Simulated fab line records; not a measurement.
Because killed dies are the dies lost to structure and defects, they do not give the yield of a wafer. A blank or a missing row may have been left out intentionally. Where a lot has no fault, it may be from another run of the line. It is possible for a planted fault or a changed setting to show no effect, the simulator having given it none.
fab line records	flow n5_finfet
record lots=9	wafers=27	last_day=16
route steps=1938 shown FIN_SAQP@116 BEOL_M4@1111 PASSIVATION@1936
lots with no fault: from the same line, run without faults
start_h: hours from the record's opening day to when the first of the lot's shown wafers began	wait_h: time in hours since the lot's previous step	" same as the row above	L1.1+2: one row covering several wafers at once	- no value, or no start given	* or withheld: withheld	< > ~ a bound
route shown NAME@n: NAME is a module with steps in the file, n the number in the route of the first one	usual: mean/standard deviation of fault-free wafers	same: alike in all rows	chamber/n: place in a boat	sites: readings site by site	_std_site: their standard deviation	_edge_site: inner sites' mean taken away from outer sites' mean	radius_mm: for every site, how far away it sits from the centre of the wafer	mask NAME#n: copy n	behind: tool/chamber where the wafer was last shaped	hold: why the lot went on hold/how many hours it stayed there/how the hold came to an end	device: which transistor (n, p or np) failed to switch	end of line: the tests these same wafers got at the end of their route	a step with no rows: only its recipe	killed: not the wafer's yield, but the dies lost to structure and defects at the first sort	map: shows each die of a wafer: x if killed, . if not, _ if none is there
set.NAME: the setting as run; set.NAME@STEP: as run at that earlier step	model.NAME: the simulator's own value behind a step, which no gauge read
a sample of lots followed through the steps of the route, with each step as a table and each wafer as a row
services: from which hour (start_h, from the record's first day; less than 0 if before it) a tool's chamber was out of use, for how many hours, and why
## steps
# step N5_FIN_SAQP_ETCH_52
# recipe chemistry=N2/H2	target=SOC	target_depth_a=1000	overetch_a=200	mask_material=SiARC	temp_c=40	time_s=150	ion_energy_ev=200	pressure_mtorr=30	source_w=840	bias_w=150	n2_flow_sccm=200	h2_flow_sccm=200	ends=end_point
# usual drypump_motor_current_A=5.6/0.44	oes_product_au=0.70/0.055	rf_vpp_V=525.0/2	showerhead_plenum_p_Torr=2.58/0.068	throttle_valve_pct=17.70/0.2
lot.wafer	tool	chamber	start_h	wait_h	drypump_motor_current_A	oes_product_au	rf_hours_counter_h	rf_vpp_V	showerhead_plenum_p_Torr	throttle_valve_pct
L448.2	rie_diel-04	1	28.87	0.0	6.0	0.60	246	524.3	2.62	18.24
L448.4	"	3	"	"	5.9	0.68	152	528.2	2.64	17.66
L448.5	"	0	"	"	6.1	0.72	-	525.1	2.55	17.95
L449.1	rie_diel-04	3	33.87	0.0	5.9	0.68	155	525.0	2.64	17.65
L449.3	"	1	"	"	6.0	0.60	248	525.9	2.61	18.24
L449.4	"	0	"	"	6.0	0.72	116	524.1	2.55	17.95
L453.1	rie_diel-01	2	57.48	0.0	4.8	0.68	135	521.2	2.45	17.95
L453.2	"	0	"	"	5.8	0.70	118	525.4	2.55	17.62
L453.4	"	1	"	"	5.1	0.65	-	524.5	2.64	17.80
L457.1	rie_diel-04	3	81.77	0.0	5.9	0.67	173	526.3	2.63	17.69
L457.3	"	0	"	"	6.1	0.70	135	523.1	2.54	17.98
L457.6	"	2	"	"	6.1	0.65	-	523.2	2.52	17.58
L458.2	rie_diel-04	2	87.34	0.0	6.1	0.64	206	524.4	2.52	17.59
L458.3	"	1	"	"	6.0	0.81	12	524.5	2.61	17.83
L458.6	"	0	"	"	6.1	0.69	-	522.8	2.54	17.99
L459.2	rie_diel-01	1	96.88	0.0	5.1	0.64	206	524.9	2.64	17.84
L459.3	"	0	"	"	5.9	0.69	132	525.2	2.54	17.64
L459.4	"	3	"	"	6.1	0.80	13	528.9	2.70	17.43
L460.2	rie_diel-03	1	102.11	0.0	5.4	0.71	114	526.5	2.57	17.61
L460.4	"	3	"	"	5.9	0.61	223	525.8	2.62	17.87
L460.6	"	2	"	"	5.2	0.71	-	524.5	2.53	17.51
L466.2	rie_diel-03	2	135.69	0.0	5.2	0.69	152	523.4	2.53	17.54
L466.4	"	1	"	"	5.4	0.70	125	524.3	2.56	17.62
L466.6	"	0	"	"	5.3	0.73	-	527.2	2.67	17.45
L467.2	rie_diel-03	3	142.23	0.0	5.9	0.61	238	525.5	2.61	17.86
L467.5	"	1	"	"	5.4	0.70	-	524.1	2.56	17.64
L467.6	"	2	"	"	5.2	0.70	-	523.5	2.53	17.55
# step N5_FIN_SAQP_RECESS_63
# recipe chemistry=HF/NH3	target=SiO2	target_depth_a=180	afs_cycles=3	temp_c=30	sublimation_temp_c=180	sublimation_time_s=60
# usual drypump_motor_current_A=5.5/0.41
lot.wafer	tool	chamber	start_h	wait_h	drypump_motor_current_A
L448.2	vapor_etch-01	1	31.19	0.1	5.9
L448.4	"	1	"	"	5.9
L448.5	"	0	"	"	5.1
L449.1	vapor_etch-01	0	36.16	0.1	5.1
L449.3	"	0	"	"	5.1
L449.4	"	1	"	"	5.9
L453.1	vapor_etch-02	1	59.66	0.1	5.8
L453.2	"	0	"	"	5.0
L453.4	"	1	"	"	5.8
L457.1	vapor_etch-01	0	84.78	0.1	5.1
L457.3	"	0	"	"	5.1
L457.6	"	0	"	"	5.1
L458.2	vapor_etch-01	1	91.23	0.1	5.9
L458.3	"	1	"	"	5.9
L458.6	"	0	"	"	5.1
L459.2	vapor_etch-01	0	101.23	0.1	5.1
L459.3	"	0	"	"	5.1
L459.4	"	1	"	"	5.9
L460.2	vapor_etch-02	0	104.37	0.1	5.0
L460.4	"	1	"	"	5.8
L460.6	"	1	"	"	5.8
L466.2	vapor_etch-01	0	137.89	0.1	5.1
L466.4	"	1	"	"	5.9
L466.6	"	0	"	"	5.1
L467.2	vapor_etch-01	1	144.95	0.1	5.9
L467.5	"	1	"	"	5.9
L467.6	"	0	"	"	5.1
# step N5_FIN_SAQP_COAT_68
# recipe resist=SOC	temp_c=250	time_s=60	spin_rpm=1500	resist_thk_nm=100
# usual heater_power_total_W=500.7/1.8	plate_temp_C=249.98/0.17	resist_line_temp_C=22.97/0.1	spin_speed_rpm=1499.9/1.2
lot.wafer	tool	chamber	start_h	wait_h	heater_power_total_W	plate_temp_C	resist_line_temp_C	spin_speed_rpm
L448.2	litho_track-02	0	31.58	0.3	502.6	250.00	23.02	1500.4
L448.4	"	0	"	"	502.0	250.10	23.11	1499.4
L448.5	"	0	"	"	498.3	250.15	23.15	1501.5
L449.1	litho_track-02	0	36.55	0.3	501.9	249.80	22.85	1499.6
L449.3	"	0	"	"	502.2	249.97	22.97	1500.0
L449.4	"	0	"	"	501.9	250.32	22.92	1499.5
L453.1	litho_track-05	0	60.05	0.3	502.8	249.72	22.94	1502.0
L453.2	"	0	"	"	503.3	249.93	22.97	1502.6
L453.4	"	0	"	"	497.8	249.66	22.92	1501.1
L457.1	litho_track-02	0	85.17	0.3	473.5	239.60	23.00	1498.5
L457.3	"	0	"	"	473.0	239.50	23.10	1499.9
L457.6	"	0	"	"	475.7	239.46	23.13	1500.6
L458.2	litho_track-02	0	91.62	0.3	473.0	239.51	23.08	1501.1
L458.3	"	0	"	"	474.3	239.65	22.88	1501.6
L458.6	"	0	"	"	475.8	239.53	22.96	1499.8
L459.2	litho_track-02	0	101.74	0.3	472.7	239.31	22.94	1499.0
L459.3	"	0	"	"	476.0	239.30	22.89	1498.8
L459.4	"	0	"	"	477.1	239.55	22.99	1500.7
L460.2	litho_track-01	0	104.75	0.3	497.4	250.26	22.76	1500.4
L460.4	"	0	"	"	503.2	250.06	22.86	1498.8
L460.6	"	0	"	"	497.6	250.15	22.95	1499.7
L466.2	litho_track-05	0	138.27	0.3	501.0	250.06	22.88	1496.0
L466.4	"	0	"	"	499.6	249.86	22.99	1496.4
L466.6	"	0	"	"	499.5	249.96	22.93	1500.6
L467.2	litho_track-01	0	145.33	0.3	502.1	249.88	22.74	1499.3
L467.5	"	0	"	"	500.6	249.90	22.94	1498.7
L467.6	"	0	"	"	499.6	249.92	22.99	1499.7
# step N5_FIN_SAQP_SPACER2_ETCHBACK_29
# recipe chemistry=CHF3/O2	mode=anisotropic_etchback	target=SiO2	target_depth_a=122	time_s=6.1	pressure_mtorr=30	source_w=650	bias_w=170	Ar_flow_sccm=200	CHF3_flow_sccm=50	O2_flow_sccm=5	ion_energy_ev=200
# usual drypump_motor_current_A=5.6/0.43	oes_f_703_au=0.78/0.059	oes_product_au=0.78/0.064	rf_vpp_V=522/9.7	showerhead_plenum_p_Torr=2.45/0.066	throttle_valve_pct=18.80/0.18
lot.wafer	tool	chamber	start_h	wait_h	drypump_motor_current_A	oes_f_703_au	oes_product_au	rf_hours_counter_h	rf_vpp_V	showerhead_plenum_p_Torr	throttle_valve_pct
L448.2	rie_diel-04	2	33.22	0.5	6.0	0.74	0.74	185	534	2.40	18.72
L448.4	"	1	"	"	6.0	0.67	0.67	248	533	2.48	19.42
L448.5	"	2	"	"	6.1	0.74	0.74	-	536	2.40	18.72
L449.1	rie_diel-03	2	37.24	0.2	5.2	0.82	0.83	117	521	2.42	18.65
L449.3	"	0	"	"	5.3	0.86	0.86	54	516	2.55	18.56
L449.4	"	1	"	"	5.4	0.79	0.81	-	531	2.42	18.53
L453.1	rie_diel-04	3	61.62	0.4	5.9	0.76	0.74	167	528	2.50	18.84
L453.2	"	1	"	"	6.0	0.94	0.95	3	533	2.48	19.01
L453.4	"	0	"	"	6.1	0.78	0.78	128	518	2.41	19.07
L457.1	rie_diel-03	0	86.06	0.4	5.3	0.83	0.83	73	516	2.54	18.58
L457.3	"	2	"	"	5.2	0.80	0.80	136	521	2.42	18.67
L457.6	"	0	"	"	5.3	0.83	0.83	-	516	2.54	18.61
L458.2	rie_diel-03	2	94.25	0.2	5.2	0.80	0.80	138	523	2.41	18.68
L458.3	"	3	"	"	5.9	0.72	0.69	221	504	2.48	18.88
L458.6	"	2	"	"	5.2	0.80	0.79	-	521	2.41	18.70
L459.2	rie_diel-03	3	102.43	0.2	5.9	0.71	0.68	223	505	2.48	18.89
L459.3	"	0	"	"	5.3	0.83	0.83	79	517	2.53	18.58
L459.4	"	2	"	"	5.2	0.79	0.79	141	521	2.41	18.68
L460.2	rie_diel-03	1	106.29	0.2	5.4	0.77	0.78	115	531	2.41	18.57
L460.4	"	3	"	"	5.9	0.71	0.69	224	504	2.48	18.89
L460.6	"	3	"	"	5.9	0.71	0.69	-	506	2.48	18.89
L466.2	rie_diel-01	2	139.07	0.2	4.8	0.72	0.74	163	535	2.31	18.99
L466.4	"	0	"	"	5.8	0.76	0.77	145	510	2.41	18.75
L466.6	"	2	"	"	4.8	0.72	0.74	-	534	2.31	18.99
L467.2	rie_diel-01	2	146.07	0.2	4.8	0.72	0.74	166	536	2.31	19.00
L467.5	"	3	"	"	6.2	0.88	0.87	-	510	2.57	18.78
L467.6	"	0	"	"	5.8	0.75	0.77	-	510	2.41	18.75
# step N5_BEOL_M4_RC_MEAS_101
# usual DIBL_N=36.2/1.7	DIBL_P=36.2/2.2	IOFF_N=0.16/0.035	IOFF_P=0.21/0.042	ION_N=673/13	ION_P=462/7.9	SS_N=71.4/0.59	SS_P=73.2/0.7	VT_N=250/3.6	VT_P=-251/3.5
lot.wafer	tool	chamber	start_h	wait_h	DIBL_N[mV/V]	DIBL_P[mV/V]	IOFF_N[nA/um]	IOFF_P[nA/um]	ION_N[uA/um]	ION_P[uA/um]	SS_N[mV/dec]	SS_P[mV/dec]	VT_N[mV]	VT_P[mV]
L448.2	prober-01	0	167.22	0.2	36.3	36.1	0.14	0.19	653	446	70.9	73.0	250	-252
L448.4	"	0	"	"	38.7	40.1	0.21	0.25	688	461	72.5	74.0	243	-247
L448.5	"	0	"	"	36.4	38.5	0.17	0.22	674	465	71.4	73.9	248	-251
L449.1	prober-01	0	173.48	0.0	33.7	35.2	0.14	0.21	667	469	70.5	72.9	252	-250
L449.3	"	0	"	"	35.4	37.1	0.16	0.23	674	473	71.1	73.2	250	-248
L449.4	"	0	"	"	35.9	37.6	0.18	0.23	682	473	71.9	74.0	248	-250
L453.1	prober-01	0	196.32	0.0	35.6	38.0	0.17	0.21	681	456	71.0	72.9	252	-250
L453.2	"	0	"	"	34.7	36.0	0.14	0.18	662	454	71.7	73.0	250	-253
L453.4	"	0	"	"	38.1	39.9	0.20	0.23	681	458	71.8	74.0	249	-251
L457.1	prober-01	0	237.61	0.0	36.3	36.0	0.15	0.20	673	459	71.0	73.7	253	-253
L457.3	"	0	"	"	38.6	38.3	0.20	0.24	670	456	71.4	74.2	248	-251
L457.6	"	0	"	"	37.6	36.5	0.17	0.21	671	462	72.3	73.1	248	-250
L458.2	prober-01	0	240.28	0.2	33.6	32.4	0.11	0.16	655	450	70.5	71.7	251	-253
L458.3	"	0	"	"	35.7	35.6	0.14	0.21	661	459	70.5	73.2	249	-251
L458.6	"	0	"	"	33.9	32.6	0.11	0.17	666	455	70.8	73.0	255	-253
L459.2	prober-02	0	244.27	0.2	35.3	34.2	0.12	0.16	662	457	70.2	72.5	255	-255
L459.3	"	0	"	"	37.7	37.2	0.16	0.19	686	458	71.1	73.5	249	-253
L459.4	"	0	"	"	37.8	38.8	0.16	0.22	677	464	72.0	73.0	250	-252
L460.2	prober-02	0	247.97	0.2	36.2	34.2	0.14	0.17	679	460	72.2	73.1	252	-255
L460.4	"	0	"	"	35.7	34.5	0.13	0.17	680	461	70.5	73.2	254	-256
L460.6	"	0	"	"	37.3	35.9	0.15	0.19	674	461	71.6	72.7	253	-251
L467.2	prober-02	0	284.14	0.2	36.3	37.8	0.16	0.21	675	458	70.9	73.4	251	-251
L467.5	"	0	"	"	35.5	35.8	0.14	0.19	671	461	70.7	73.3	252	-251
L467.6	"	0	"	"	34.4	34.4	0.12	0.16	667	454	71.0	73.1	253	-254
L466.2	prober-01	0	287.95	0.2	35.2	34.0	0.13	0.18	668	460	71.4	72.7	250	-253
L466.4	"	0	"	"	37.4	36.2	0.18	0.22	685	467	71.3	72.8	245	-251
L466.6	"	0	"	"	36.4	34.2	0.15	0.19	661	455	70.8	73.1	249	-252
# step N5_PASSIVATION_PROBE_49
# usual defect_limited_yield=91.4/1.4	killed_at_M0_to_M3=31/10	killed_at_M4_up=14/5.6	killed_at_contacts=13/6.3	killed_at_front_end=39/10	killed_at_other=4/3.1	killed_dies=101/16	killed_open=65/13	killed_short=34/7.2	sort_bin_5_function=5.1/0.88	sort_bin_6_memory=3.2/0.66	sort_n_pass=1079/16	sort_yield_pct=91.4/1.4
# same gross_dies=1180	killed_at_back_side=0	sort_bin_4_leakage[%]=0	sort_bin_8_speed[%]=0
lot.wafer	tool	chamber	start_h	wait_h	defect_limited_yield[%]	killed_at_M0_to_M3	killed_at_M4_up	killed_at_contacts	killed_at_front_end	killed_at_other	killed_dies	killed_open	killed_short	sort_bin_5_function[%]	sort_bin_6_memory[%]	sort_n_pass	sort_yield_pct[%]
L448.2	prober-01	-	279.08	0.1	90.2	25	12	23	40	16	116	78	38	5.8	3.8	1064	90.2
L448.4	prober-01	-	279.18	0.2	91.8	27	5	12	41	12	97	70	26	5.0	3.0	1083	91.8
L448.5	prober-01	-	279.23	0.2	90.8	34	8	12	48	7	109	67	38	5.1	3.5	1071	90.8
L449.1	prober-02	-	279.56	0.0	89.7	32	10	19	55	5	121	74	45	5.7	4.2	1059	89.7
L449.3	prober-02	-	279.66	0.1	91.7	35	21	19	21	2	98	69	27	4.9	3.2	1082	91.7
L449.4	prober-02	-	279.71	0.2	90.9	34	9	19	39	6	107	74	33	5.8	3.0	1073	90.9
L453.1	prober-01	-	294.80	0.0	93.8	23	6	10	32	2	73	44	27	3.6	2.5	1107	93.8
L453.2	prober-01	-	294.85	0.1	91.5	37	13	14	34	2	100	74	26	5.3	3.0	1080	91.5
L453.4	prober-01	-	294.95	0.2	93.1	31	9	4	34	3	81	51	29	3.6	2.9	1099	93.1
L458.2	prober-01	-	340.85	0.1	93.1	22	13	11	33	3	82	45	35	3.8	2.9	1098	93.1
L458.3	prober-01	-	340.90	0.1	89.0	38	33	2	54	3	130	90	39	6.9	3.5	1050	89.0
L458.6	prober-01	-	341.05	0.3	87.8	52	17	17	57	1	144	99	44	7.3	4.2	1036	87.8
L457.1	prober-01	-	344.96	0.0	92.5	33	14	16	24	2	89	61	28	3.9	3.2	1091	92.5
L457.3	prober-01	-	345.06	0.1	93.0	21	17	8	36	1	83	65	18	4.3	2.6	1097	93.0
L457.6	prober-01	-	345.21	0.3	92.8	28	20	11	26	0	85	57	28	4.7	2.3	1095	92.8
L459.2	prober-01	-	346.59	0.1	91.8	33	11	17	32	4	97	57	40	5.0	3.0	1083	91.8
L459.3	prober-01	-	346.64	0.1	88.9	55	21	18	37	0	131	81	47	6.9	3.6	1049	88.9
L459.4	prober-01	-	346.69	0.2	91.5	36	14	19	27	4	100	68	29	5.9	2.3	1080	91.5
L460.2	prober-02	-	356.06	0.1	88.0	49	17	10	55	11	142	93	46	6.9	4.7	1038	88.0
L460.4	prober-02	-	356.16	0.2	92.2	21	13	11	36	11	92	53	36	4.8	2.5	1088	92.2
L460.6	prober-02	-	356.26	0.3	90.1	32	18	8	51	8	117	79	34	5.4	4.1	1063	90.1
L466.2	prober-01	-	388.35	0.1	91.2	26	12	7	57	2	104	71	33	5.1	3.5	1076	91.2
L466.4	prober-01	-	388.45	0.2	92.2	34	14	12	29	3	92	55	36	4.9	2.5	1088	92.2
L466.6	prober-01	-	388.55	0.3	93.0	20	22	13	28	0	83	54	29	4.7	2.1	1097	93.0
L467.2	prober-01	-	391.34	0.1	92.2	33	13	7	36	3	92	52	38	4.7	2.8	1088	92.2
L467.5	prober-01	-	391.49	0.2	91.8	40	17	8	30	2	97	58	37	4.7	3.0	1083	91.8
L467.6	prober-01	-	391.54	0.3	92.4	36	7	5	41	1	90	56	32	4.9	2.3	1090	92.4
# killed by level:class
L448.2 MOL_CONTACT_COAG:geometric_particle:open=16 STI_FIN_REVEAL:geometric_particle:open=13 FIN_SAQP:geometric_particle:short=8 BEOL_M3:geometric_particle:open=8 FIN_SAQP:geometric_particle:open=7 MOL_CONTACT_COAG:geometric_particle:short=7 BEOL_M5:geometric_particle:open=5 MIM_TOP:geometric_particle:open=5
L448.4 FIN_SAQP:geometric_particle:open=11 MOL_CONTACT_COAG:geometric_particle:open=11 BEOL_M3:geometric_particle:open=11 STI_FIN_REVEAL:geometric_particle:open=5 STARTING-WAFER:geometric_particle:open=5 STARTING-WAFER:geometric_particle:short=5 DUMMY_GATE:geometric_particle:open=4 MIM_TOP:geometric_particle:open=4
L448.5 STI_FIN_REVEAL:geometric_particle:open=11 BEOL_M3:geometric_particle:open=10 FIN_SAQP:geometric_particle:short=9 MOL_CONTACT_COAG:geometric_particle:open=9 BEOL_M0_SAQP:geometric_particle:short=9 BEOL_M5:geometric_particle:open=7 FIN_SAQP:geometric_particle:open=6 BEOL_M0:geometric_particle:open=5
L449.1 STI_FIN_REVEAL:geometric_particle:open=14 MOL_CONTACT_COAG:geometric_particle:open=11 BEOL_M0_SAQP:geometric_particle:short=9 FIN_SAQP:geometric_particle:open=8 BEOL_M0_SAQP:geometric_particle:open=8 MOL_CONTACT_COAG:geometric_particle:short=7 FIN_SAQP:geometric_particle:short=6 STI_FIN_REVEAL:geometric_particle:short=5
L449.3 MOL_CONTACT_COAG:geometric_particle:open=15 BEOL_M4:geometric_particle:open=15 BEOL_M0_SAQP:geometric_particle:short=7 BEOL_M0_SAQP:geometric_particle:open=7 BEOL_M2:geometric_particle:open=6 FIN_SAQP:geometric_particle:open=5 FIN_SAQP:geometric_particle:short=5 BEOL_M3:geometric_particle:open=5
L449.4 MOL_CONTACT_COAG:geometric_particle:open=16 BEOL_M2:geometric_particle:open=13 FIN_SAQP:geometric_particle:open=10 FIN_SAQP:geometric_particle:short=9 BEOL_M0_SAQP:geometric_particle:short=9 STI_FIN_REVEAL:geometric_particle:open=6 DUMMY_GATE:geometric_particle:open=3 GATE_CUT:geometric_particle:open=3
L453.1 FIN_SAQP:geometric_particle:open=8 MOL_CONTACT_COAG:geometric_particle:open=7 FIN_SAQP:geometric_particle:short=6 BEOL_M0_SAQP:geometric_particle:open=6 GATE_CUT:geometric_particle:short=4 BEOL_M1:geometric_particle:short=4 MOL_CONTACT_COAG:geometric_particle:short=3 BEOL_M2:geometric_particle:open=3
L453.2 BEOL_M3:geometric_particle:open=16 MOL_CONTACT_COAG:geometric_particle:open=13 FIN_SAQP:geometric_particle:short=7 BEOL_M0_SAQP:geometric_particle:short=6 STI_FIN_REVEAL:geometric_particle:open=5 BEOL_M2:geometric_particle:open=5 DUMMY_GATE:geometric_particle:open=4 BEOL_M0_SAQP:geometric_particle:open=4
L453.4 BEOL_M0_SAQP:geometric_particle:open=13 FIN_SAQP:geometric_particle:short=10 BEOL_M0_SAQP:geometric_particle:short=7 FIN_SAQP:geometric_particle:open=6 BEOL_M1:geometric_particle:open=5 BEOL_M8:geometric_particle:open=4 MOL_CONTACT_COAG:geometric_particle:open=3 BEOL_M7:geometric_particle:open=3
L458.2 FIN_SAQP:geometric_particle:short=9 MOL_CONTACT_COAG:geometric_particle:open=8 BEOL_M1:geometric_particle:open=7 BEOL_M4:geometric_particle:open=7 STARTING-WAFER:geometric_particle:short=6 DUMMY_GATE:geometric_particle:open=5 FIN_SAQP:geometric_particle:open=4 BEOL_M0_SAQP:geometric_particle:short=4
L458.3 BEOL_M4:geometric_particle:open=21 FIN_SAQP:geometric_particle:open=13 BEOL_M1:geometric_particle:open=12 FIN_SAQP:geometric_particle:short=11 GATE_CUT:geometric_particle:open=8 GATE_CUT:geometric_particle:short=6 BEOL_M0:geometric_particle:open=6 BEOL_M3:geometric_particle:open=6
L458.6 FIN_SAQP:geometric_particle:open=15 BEOL_M1:geometric_particle:open=14 STI_FIN_REVEAL:geometric_particle:open=12 MOL_CONTACT_COAG:geometric_particle:open=11 BEOL_M2:geometric_particle:open=9 BEOL_M4:geometric_particle:open=9 BEOL_M3:geometric_particle:open=8 FIN_SAQP:geometric_particle:short=7
L457.1 MOL_CONTACT_COAG:geometric_particle:open=13 BEOL_M3:geometric_particle:open=7 FIN_SAQP:geometric_particle:open=6 BEOL_M4:geometric_particle:open=6 BEOL_M1:geometric_particle:open=6 BEOL_M2:geometric_particle:open=5 STI_FIN_REVEAL:geometric_particle:open=4 BEOL_M0_SAQP:geometric_particle:open=4
L457.3 STI_FIN_REVEAL:geometric_particle:open=14 MOL_CONTACT_COAG:geometric_particle:open=8 BEOL_M2:geometric_particle:open=7 BEOL_M4:geometric_particle:open=7 FIN_SAQP:geometric_particle:open=5 BEOL_M0_SAQP:geometric_particle:open=4 STARTING-WAFER:geometric_particle:open=4 FIN_SAQP:geometric_particle:short=3
L457.6 BEOL_M4:geometric_particle:open=11 MOL_CONTACT_COAG:geometric_particle:open=8 BEOL_M0_SAQP:geometric_particle:short=8 STI_FIN_REVEAL:geometric_particle:open=7 DUMMY_GATE:geometric_particle:open=4 BEOL_M0_SAQP:geometric_particle:open=4 BEOL_M1:geometric_particle:open=4 BEOL_M3:geometric_particle:open=4
L459.2 BEOL_M0_SAQP:geometric_particle:short=13 MOL_CONTACT_COAG:geometric_particle:open=12 BEOL_M4:geometric_particle:open=8 FIN_SAQP:geometric_particle:open=7 BEOL_M0:geometric_particle:open=7 FIN_SAQP:geometric_particle:short=6 STI_FIN_REVEAL:geometric_particle:open=6 MOL_CONTACT_COAG:geometric_particle:short=5
L459.3 BEOL_M0_SAQP:geometric_particle:short=16 MOL_CONTACT_COAG:geometric_particle:open=16 FIN_SAQP:geometric_particle:short=12 BEOL_M0_SAQP:geometric_particle:open=10 BEOL_M3:geometric_particle:open=9 BEOL_M4:geometric_particle:open=9 STI_FIN_REVEAL:geometric_particle:open=7 BEOL_M5:geometric_particle:open=5
L459.4 MOL_CONTACT_COAG:geometric_particle:open=15 FIN_SAQP:geometric_particle:open=8 BEOL_M0_SAQP:geometric_particle:short=8 BEOL_M0_SAQP:geometric_particle:open=7 FIN_SAQP:geometric_particle:short=6 BEOL_M0:geometric_particle:open=6 STI_FIN_REVEAL:geometric_particle:open=4 BEOL_M1:geometric_particle:short=4
L460.2 BEOL_M0_SAQP:geometric_particle:short=16 BEOL_M0_SAQP:geometric_particle:open=14 DUMMY_GATE:geometric_particle:open=11 STI_FIN_REVEAL:geometric_particle:open=9 BEOL_M4:geometric_particle:open=9 MOL_CONTACT_COAG:geometric_particle:open=8 GATE_CUT:geometric_particle:short=7 BEOL_M2:geometric_particle:open=6
L460.4 MOL_CONTACT_COAG:geometric_particle:open=9 BEOL_M0_SAQP:geometric_particle:short=7 FIN_SAQP:geometric_particle:short=6 FIN_SAQP:geometric_particle:open=5 DUMMY_GATE:geometric_particle:short=5 DUMMY_GATE:geometric_particle:open=5 BEOL_M2:geometric_particle:open=5 BEOL_M4:geometric_particle:open=5
L460.6 FIN_SAQP:geometric_particle:open=13 BEOL_M0_SAQP:geometric_particle:open=12 GATE_CUT:geometric_particle:open=9 BEOL_M0_SAQP:geometric_particle:short=7 STI_FIN_REVEAL:geometric_particle:open=6 DUMMY_GATE:geometric_particle:open=6 MOL_CONTACT_COAG:geometric_particle:open=5 MIM_BOT:geometric_particle:open=4
L466.2 FIN_SAQP:geometric_particle:open=16 BEOL_M0_SAQP:geometric_particle:open=14 FIN_SAQP:geometric_particle:short=8 STI_FIN_REVEAL:geometric_particle:open=8 GATE_CUT:geometric_particle:short=5 GATE_CUT:geometric_particle:open=5 BEOL_M0_SAQP:geometric_particle:short=5 BEOL_M4:geometric_particle:open=5
L466.4 BEOL_M0_SAQP:geometric_particle:short=9 MOL_CONTACT_COAG:geometric_particle:open=9 BEOL_M3:geometric_particle:open=6 FIN_SAQP:geometric_particle:open=5 GATE_CUT:geometric_particle:short=5 BEOL_M1:geometric_particle:open=5 BEOL_M2:geometric_particle:open=5 FIN_SAQP:geometric_particle:short=4
L466.6 MOL_CONTACT_COAG:geometric_particle:open=9 BEOL_M4:geometric_particle:open=7 FIN_SAQP:geometric_particle:short=6 GATE_CUT:geometric_particle:short=6 BEOL_M5:geometric_particle:open=6 BEOL_M3:geometric_particle:open=5 FIN_SAQP:geometric_particle:open=4 MOL_CONTACT_COAG:geometric_particle:short=4
L467.2 BEOL_M0_SAQP:geometric_particle:open=9 BEOL_M0_SAQP:geometric_particle:short=8 BEOL_M4:geometric_particle:open=6 FIN_SAQP:geometric_particle:short=5 STARTING-WAFER:geometric_particle:short=5 FIN_SAQP:geometric_particle:open=4 STI_FIN_REVEAL:geometric_particle:open=4 DUMMY_GATE:geometric_particle:open=4
L467.5 BEOL_M0_SAQP:geometric_particle:short=10 BEOL_M0_SAQP:geometric_particle:open=9 MOL_CONTACT_COAG:geometric_particle:open=8 FIN_SAQP:geometric_particle:short=7 BEOL_M2:geometric_particle:open=5 STI_FIN_REVEAL:geometric_particle:open=4 BEOL_M4:geometric_particle:open=4 BEOL_M3:geometric_particle:open=4
L467.6 BEOL_M0_SAQP:geometric_particle:open=12 FIN_SAQP:geometric_particle:short=11 FIN_SAQP:geometric_particle:open=9 STI_FIN_REVEAL:geometric_particle:open=7 BEOL_M1:geometric_particle:open=6 BEOL_M2:geometric_particle:open=5 BEOL_M2:geometric_particle:short=5 BEOL_M0_SAQP:geometric_particle:short=4
## services
tool	chamber	start_h	hours	kind
rie_diel-01	-	10.29	2.8	pm
rie_diel-03	2	11.22	15.4	repair
rie_diel-04	1	39.38	-	clean
rie_diel-04	1	39.38	-	consumable_replace:focus_ring
rie_diel-04	1	39.38	14.2	scheduled_down
rie_diel-04	1	39.38	14.2	vent_cycle
rie_diel-01	3	43.78	-	clean
rie_diel-01	3	43.78	-	consumable_replace:focus_ring
rie_diel-01	3	43.78	-	consumable_replace:showerhead
rie_diel-01	3	43.78	15.0	scheduled_down
rie_diel-01	3	43.78	15.0	vent_cycle
rie_diel-01	0	51.63	3.6	repair
litho_track-01	-	56.41	-	consumable_replace:filter
rie_diel-01	0	112.49	8.4	repair
litho_track-05	-	133.47	-	consumable_replace:filter
## key
first_sign step=N5_FIN_SAQP_COAT_68	reading=plate_temp_C	direction=down	sigmas=62	usual=*	struck=*
effect step=N5_FIN_SAQP_COAT_68	reading=heater_power_total_W	direction=down	sigmas=14	usual=*	struck=*
met_at N5_FIN_SAQP_COAT_68
struck_lots L457,L458,L459
not_acting_at N5_FIN_SAQP_ETCH_52,N5_FIN_SAQP_RECESS_63,N5_FIN_SAQP_SPACER2_ETCHBACK_29
onset_between 36.55 85.17
fault kind=process_parameter_drift	tool=litho_track-02	chamber=-	onset_h=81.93	steps=N5_FIN_SAQP_COAT_68	channel=temp_c	offset=*	shape=step	end_h=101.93	acts_in=*	stated=*
